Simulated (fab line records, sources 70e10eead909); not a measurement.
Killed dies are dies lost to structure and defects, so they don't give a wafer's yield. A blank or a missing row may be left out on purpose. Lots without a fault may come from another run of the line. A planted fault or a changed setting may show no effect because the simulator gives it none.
fab line records | flow nand_harc
record lots=6 wafers=18 last_day=32
route steps=1302 shown P_M2@323
lots that met no fault: from a run of the same line without faults
start_h: hours from the record's first day to the start of the lot's first wafer shown | wait_h: hours since the lot's step before | " the same as in the row above | L1.1+2: a row that stands for several wafers | - no value, or no start given | * or withheld: withheld | < > ~ a bound
route shown NAME@n: a module of which the file shows steps, and the number in the route of the first | usual: mean/standard deviation of fault-free wafers | same: alike in all rows | chamber/n: place in a boat | sites: the reading at each site | _std_site: their standard deviation | _edge_site: outer sites' mean less inner sites' | radius_mm: how far each site lies from the wafer's centre | mask NAME#n: copy n | behind: the tool/chamber that last shaped the wafer | hold: why the lot was held/for how many hours/how that ended | device: the transistor (n, p or np) that didn't switch | end of line: the same wafers' tests at the end of the route | a step without rows: its recipe alone | killed: dies lost to structure and defects at the first sort, not the wafer's yield | map: a wafer's dies, x killed, . not, _ none there
set.NAME: the setting as run; set.NAME@STEP: as run at that earlier step | model.NAME: the simulator's own value behind a step, which no gauge read
lots at some steps of the route; a table a step, a row a wafer
services: from which hour (start_h, from the record's first day; less than 0 if before it) a tool's chamber was out of use, for how many hours, and why
## steps
# step NHARC_P_M2_SOFTBAKE_04
# recipe temp_c=105 time_s=55
# step NHARC_P_M2_EBR_05
# step NHARC_P_M2_EXPOSE_06
# recipe na=1.35 target_cd_nm=170 dose_mj=80.78 mask_id=P_M2
# step NHARC_P_M2_PEB_07
# recipe peb_temp_c=100 peb_time_s=65
# step NHARC_P_M2_DEVELOP_08
# recipe develop_time_s=35 dev_temp_c=23
# step NHARC_P_M2_CD_MEAS_09
# recipe target_cd_nm=170 landing_energy_ev=500
# usual cd_nm=170.0/1
# same landing_energy_ev=500
# columns lot.wafer tool chamber start_h wait_h cd_nm
L333.3 cd_sem-03 0 189.43 - 168.2
L333.4 " 0 " " 168.6
L333.5 " 0 " " 168.8
L336.1 cd_sem-01 0 220.05 - 169.4
L336.2 " 0 " " 169.9
L336.5 " 0 " " 168.8
L345.1 cd_sem-02 0 308.65 - 170.0
L345.3 " 0 " " 170.1
L345.5 " 0 " " 171.0
L346.3 cd_sem-03 0 319.65 - 169.3
L346.4 " 0 " " 168.3
L346.6 " 0 " " 170.7
L347.4 cd_sem-01 0 326.34 - 170.7
L347.5 " 0 " " 171.2
L347.6 " 0 " " 170.6
L350.2 cd_sem-03 0 355.95 - 169.7
L350.4 " 0 " " 170.0
L350.6 " 0 " " 169.7
# step NHARC_P_M2_OVL_MEAS_10
# recipe pitch_nm=340
# usual overlay_x_nm=0.0/0.84 overlay_y_nm=0.0/0.93
# columns lot.wafer tool chamber start_h wait_h overlay_x_nm overlay_y_nm
L333.3 overlay-01 - 189.51 - 0.3 1.5
L333.4 " - " " 0.1 1.6
L333.5 " - " " 0.5 1.5
L336.1 overlay-02 - 220.14 - 0.2 0.3
L336.2 " - " " -0.5 -0.1
L336.5 " - " " 0.2 0.0
L345.1 overlay-02 - 308.74 - 1.3 -1.5
L345.3 " - " " 0.6 -1.2
L345.5 " - " " 1.4 -1.3
L346.3 overlay-01 - 319.73 - 1.6 0.7
L346.4 " - " " 1.3 0.6
L346.6 " - " " 1.0 -0.1
L347.4 overlay-01 - 326.42 - -0.5 -1.3
L347.5 " - " " 0.0 -1.5
L347.6 " - " " -0.3 -1.1
L350.2 overlay-02 - 356.03 - 0.1 1.6
L350.4 " - " " 0.1 0.9
L350.6 " - " " 0.4 0.9
# step NHARC_P_M2_INSPECT_11
# usual raw_defect_count=5/3.1
# columns lot.wafer tool chamber start_h wait_h raw_defect_count
L333.3 defect_inspect-02 - 189.55 0.0 4
L333.4 " - " " 3
L333.5 " - " " 3
L336.1 defect_inspect-02 - 220.17 0.0 1
L336.2 " - " " 5
L336.5 " - " " 2
L345.1 defect_inspect-01 - 308.77 0.0 7
L345.3 " - " " 3
L345.5 " - " " 3
L346.3 defect_inspect-01 - 319.77 0.0 6
L346.4 " - " " 3
L346.6 " - " " 1
L347.4 defect_inspect-01 - 326.46 0.0 3
L347.5 " - " " 2
L347.6 " - " " 4
L350.2 defect_inspect-01 - 356.07 0.0 11
L350.4 " - " " 5
L350.6 " - " " 6
# step NHARC_P_M2_DESCUM_14
# recipe time_s=3 o2_flow_sccm=200 ar_flow_sccm=0 bias_power_w=0 chemistry=O2
# usual drypump_motor_current_A=5.9/0.43 oes_product_au=1.000/0.015 rf_vpp_V=57.9/0.77 showerhead_plenum_p_Torr=1.96/0.074 throttle_valve_pct=11.312/0.0098
# columns lot.wafer tool chamber start_h wait_h drypump_motor_current_A oes_product_au rf_hours_counter_h rf_vpp_V showerhead_plenum_p_Torr throttle_valve_pct
L333.3 rie_diel-03 2 189.61 0.1 6.2 0.983 4 58.3 1.99 11.309
L333.4 " 1 " " 6.2 0.975 4 57.0 1.89 11.317
L333.5 " 2 " " 6.2 0.987 - 58.1 1.99 11.325
L336.1 rie_diel-13 2 220.23 0.1 5.7 1.011 4 57.0 2.00 11.312
L336.2 " 0 " " 5.8 1.000 3 57.8 1.85 11.335
L336.5 " 2 " " 5.7 1.006 - 58.8 2.00 11.304
L345.3 rie_diel-05 3 308.84 0.1 6.3 1.023 3 57.2 2.03 11.305
L345.1 " 2 " " 6.3 1.014 3 57.6 2.05 11.325
L345.5 " 3 " " 6.3 1.008 - 58.9 2.03 11.291
L346.4 rie_diel-03 3 319.85 0.1 5.3 0.988 2 58.3 1.91 11.322
L346.3 " 0 " " 5.3 0.980 2 58.4 2.02 11.317
L346.6 " 1 " " 6.2 0.986 - 57.4 1.89 11.289
L347.4 rie_diel-05 0 326.53 0.1 5.1 0.995 2 58.5 2.02 11.317
L347.5 " 2 " " 6.3 1.014 - 60.0 2.05 11.316
L347.6 " 3 " " 6.3 1.031 - 57.5 2.03 11.311
L350.2 rie_diel-03 3 356.14 0.1 5.3 1.007 4 57.4 1.91 11.309
L350.4 " 1 " " 6.3 0.979 4 58.1 1.89 11.310
L350.6 " 2 " " 6.2 0.969 - 57.7 1.99 11.332
# step NHARC_P_M2_ETCH_35
# recipe target_depth_a=400 overetch_a=120 time_s=43.94 ion_energy_ev=200 n2_flow_sccm=150 h2_flow_sccm=150 ar_flow_sccm=0 rf_w=400 bias_w=150 chemistry=N2/H2
# usual drypump_motor_current_A=5.9/0.43 oes_product_au=1.001/0.015 rf_vpp_V=431.9/2.5 showerhead_plenum_p_Torr=2.09/0.086 throttle_valve_pct=14.170/0.0099
# columns lot.wafer tool chamber start_h wait_h drypump_motor_current_A oes_product_au rf_hours_counter_h rf_vpp_V showerhead_plenum_p_Torr throttle_valve_pct
L333.3 rie_diel-03 2 189.71 0.1 6.2 1.001 4 433.4 2.12 14.164
L333.4 " 3 " " 5.3 0.999 4 431.0 2.04 14.155
L333.5 " 1 " " 6.3 0.993 - 429.6 2.01 14.162
L336.2 rie_diel-13 3 220.32 0.1 5.6 0.984 3 426.5 1.90 14.173
L336.1 " 1 " " 6.0 1.016 4 431.9 2.07 14.165
L336.5 " 0 " " 5.8 1.010 - 427.8 1.97 14.182
L345.3 rie_diel-05 2 308.92 0.1 6.3 1.014 3 435.8 2.18 14.168
L345.1 " 1 " " 6.3 1.022 3 430.8 2.06 14.176
L345.5 " 2 " " 6.3 1.013 - 434.3 2.18 14.157
L346.4 rie_diel-03 3 319.91 0.1 5.3 0.996 2 430.9 2.04 14.182
L346.3 " 1 " " 6.2 0.990 1 430.3 2.01 14.165
L346.6 " 0 " " 5.3 0.966 - 433.9 2.16 14.189
L347.4 rie_diel-05 2 326.60 0.1 6.3 1.013 3 433.9 2.18 14.169
L347.6 " 2 " " 6.3 1.006 - 434.2 2.18 14.163
L347.5 " 3 " " 6.3 1.011 - 433.7 2.16 14.160
L350.4 rie_diel-03 1 356.22 0.1 6.2 1.006 4 430.8 2.01 14.169
L350.2 " 0 " " 5.3 0.978 4 434.4 2.16 14.182
L350.6 " 2 " " 6.2 0.988 - 433.9 2.12 14.156
# step NHARC_P_M2_ETCH_15
# recipe target_depth_a=1825 time_s=91.2 c4f8_flow_sccm=withheld ar_flow_sccm=400 rf_w=600 bias_w=300 chemistry=C4F8/Ar
# usual oes_product_au=0.942/0.021 rf_vpp_V=442.3/2.4
# columns lot.wafer tool chamber start_h wait_h oes_product_au rf_hours_counter_h rf_vpp_V
L333.3 rie_diel-03 0 - - 0.946 4 444.4
L333.4 " 1 " " 0.954 4 439.2
L333.5 " 2 " " 0.939 - 444.3
L336.1 rie_diel-13 2 - - 0.980 4 444.5
L336.2 " 0 " " 0.968 3 440.3
L336.5 " 1 " " 0.980 - 442.1
L345.1 rie_diel-05 2 - - 0.934 3 444.8
L345.3 " 0 " " 0.924 1 443.6
L345.5 " 3 " " 0.950 - 443.4
L346.4 rie_diel-03 3 - - 0.927 2 441.5
L346.3 " 0 " " 0.917 2 443.5
L346.6 " 3 " " 0.936 - 440.5
L347.4 rie_diel-05 0 - - 0.919 2 443.4
L347.6 " 3 " " 0.945 - 443.2
L347.5 " 0 " " 0.920 - 444.8
L350.4 rie_diel-03 3 - - 0.963 4 440.3
L350.2 " 0 " " 0.956 4 444.2
L350.6 " 0 " " 0.947 - 445.3
# step NHARC_P_M2_CD_MEAS_16
# usual cd_nm=170.1/1.3
# columns lot.wafer tool chamber start_h wait_h cd_nm
L333.3 cd_sem-01 - 189.92 - 169.2
L333.4 " - " " 168.4
L333.5 " - " " 169.9
L336.1 cd_sem-01 - 220.54 - 169.3
L336.2 " - " " 169.3
L336.5 " - " " 168.9
L345.1 cd_sem-03 - 309.14 - 169.7
L345.3 " - " " 170.3
L345.5 " - " " 170.8
L346.3 cd_sem-02 - 320.14 - 169.2
L346.4 " - " " 168.6
L346.6 " - " " 170.5
L347.4 cd_sem-01 - 326.83 - 171.9
L347.5 " - " " 170.4
L347.6 " - " " 171.7
L350.2 cd_sem-02 - 356.44 - 168.5
L350.4 " - " " 170.0
L350.6 " - " " 170.5
# step NHARC_P_M2_STRIP_18
# recipe power_w=1000 n2_flow_sccm=150 h2_flow_sccm=150 ar_flow_sccm=0 bias_w=0 chemistry=N2/H2
# usual bias_w=0/0 chamber_pressure_mTorr=29.999/0.025 drypump_motor_current_A=5.8/0.41 oes_product_au=0.997/0.014 rf_vpp_V=90.8/1.1 showerhead_plenum_p_Torr=2.07/0.085 throttle_valve_pct=14.171/0.0083
# columns lot.wafer tool chamber start_h wait_h bias_w chamber_pressure_mTorr drypump_motor_current_A oes_product_au rf_hours_counter_h rf_vpp_V showerhead_plenum_p_Torr throttle_valve_pct
L333.3 rie_diel-13 0 189.99 0.1 0 29.974 5.8 0.986 0 91.4 1.97 14.174
L333.4 " 2 " " 0 30.051 5.7 1.008 0 91.8 2.13 14.174
L333.5 " 0 " " 0 29.989 5.8 0.992 - 89.1 1.97 14.149
L336.2 rie_diel-05 2 220.65 0.1 0 29.938 6.3 0.977 12 91.4 2.19 14.173
L336.1 " 3 " " 0 30.005 6.3 1.006 12 92.2 2.16 14.160
L336.5 " 2 " " 0 30.000 6.3 0.993 - 93.0 2.19 14.186
L345.3 rie_diel-05 3 309.22 0.1 - - - - - - - -
L345.1 " 2 " " - - - - - - - -
L345.5 " 0 " " - - - - - - - -
L346.3 rie_diel-13 0 320.23 0.1 - - - - - - - -
L346.4 " 1 " " - - - - - - - -
L346.6 " 3 " " - - - - - - - -
L347.4 rie_diel-03 2 326.90 0.1 0 29.999 6.2 0.980 2 91.3 2.12 14.187
L347.6 " 2 " " 0 29.993 6.2 0.978 - 90.9 2.12 14.173
L347.5 " 3 " " 0 30.013 5.3 1.000 - 90.2 2.04 14.185
L350.4 rie_diel-13 1 356.54 0.1 0 30.015 6.0 1.012 1 90.6 2.07 14.174
L350.2 " 3 " " 0 30.016 5.5 1.009 1 90.0 1.90 14.175
L350.6 " 0 " " 0 30.053 5.8 0.988 - 90.6 1.96 14.171
# step NHARC_P_M2_ETCH_28
# recipe target_depth_a=300 over_etch_frac=0.3 time_s=72.99 ion_energy_ev=150 cf4_flow_sccm=50 n2_flow_sccm=100 ar_flow_sccm=150 rf_w=300 bias_w=100 chemistry=CF4/N2
# usual drypump_motor_current_A=5.8/0.4 oes_product_au=0.997/0.014 rf_vpp_V=314.6/1.9 showerhead_plenum_p_Torr=2.66/0.1 throttle_valve_pct=19.794/0.0083
# columns lot.wafer tool chamber start_h wait_h drypump_motor_current_A oes_product_au rf_hours_counter_h rf_vpp_V showerhead_plenum_p_Torr throttle_valve_pct
L333.3 rie_diel-13 0 - - 5.8 0.989 0 314.5 2.54 19.784
L333.4 " 3 " " 5.5 0.991 0 312.1 2.47 19.797
L333.5 " 0 " " 5.8 0.986 - 312.2 2.54 19.779
L336.1 rie_diel-05 0 - - 5.1 1.007 12 316.2 2.76 19.780
L336.2 " 2 " " 6.3 0.998 12 317.5 2.80 19.801
L336.5 " 2 " " 6.3 0.989 - 317.6 2.80 19.788
L345.3 rie_diel-05 1 309.46 0.2 6.3 1.013 3 314.1 2.65 19.794
L345.1 " 3 " " 6.3 1.011 3 317.7 2.77 19.800
L345.5 " 1 " " 6.3 1.028 - 312.5 2.65 19.793
L346.3 rie_diel-13 0 320.45 0.2 5.8 0.995 11 312.8 2.54 19.784
L346.4 " 3 " " 5.6 0.987 10 311.5 2.46 19.803
L346.6 " 0 " " 5.8 0.998 - 311.6 2.54 19.803
L347.4 rie_diel-03 1 - - 6.2 0.990 2 314.0 2.59 19.785
L347.6 " 0 " " 5.3 0.980 - 314.5 2.77 19.781
L347.5 " 1 " " 6.2 0.994 - 312.4 2.59 19.794
L350.2 rie_diel-13 2 - - 5.7 1.008 1 316.2 2.73 19.794
L350.4 " 3 " " 5.5 1.007 1 310.0 2.46 19.798
L350.6 " 1 " " 6.0 1.015 - 314.6 2.66 19.805
## services
# columns tool chamber start_h hours kind
rie_diel-03 0 186.80 - clean
rie_diel-03 1 186.80 - clean
rie_diel-03 2 186.80 - clean
rie_diel-03 3 186.80 - clean
rie_diel-05 2 187.13 9.8 repair
rie_diel-05 1 206.05 36.7 repair
rie_diel-03 0 211.30 - clean
rie_diel-03 1 211.30 - clean
rie_diel-03 2 211.30 - clean
rie_diel-03 3 211.30 - clean
rie_diel-05 - 229.60 9.0 pm
rie_diel-03 0 235.80 - clean
rie_diel-03 1 235.80 - clean
rie_diel-03 2 235.80 - clean
rie_diel-03 3 235.80 - clean
rie_diel-05 0 242.34 10.0 repair
rie_diel-13 - 254.43 1.1 repair
rie_diel-03 0 260.30 - clean
rie_diel-03 1 260.30 - clean
rie_diel-03 2 260.30 - clean
rie_diel-03 - 281.40 9.0 pm
rie_diel-05 0 292.45 5.7 repair
rie_diel-05 0 309.99 12.3 repair
rie_diel-13 - 342.00 9.0 pm
## key
first_sign step=NHARC_P_M2_STRIP_18 reading=tool_record direction=missing
effect none on later readings
met_at NHARC_P_M2_STRIP_18
struck_wafers L345.1,L345.3,L345.5,L346.3,L346.4,L346.6
later_rows_left_out L345.1,L345.3,L345.5,L346.3,L346.4,L346.6
sort_left_out L345.1,L345.3,L345.5,L346.3,L346.4,L346.6
onset_between 220.65 309.22
fault kind=skipped_step_whole tool=rie_diel-05,rie_diel-13 chamber=- onset_h=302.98 steps=NHARC_P_M2_STRIP_18 scope=struck_lots_only
# sort_left_out: the simulated sort isn't trusted on such a fault, so these wafers' sort isn't shown, and their yield isn't known
# later_rows_left_out: the simulator's readings of these wafers behind a module that went badly wrong aren't trusted and aren't shown, but for the sort
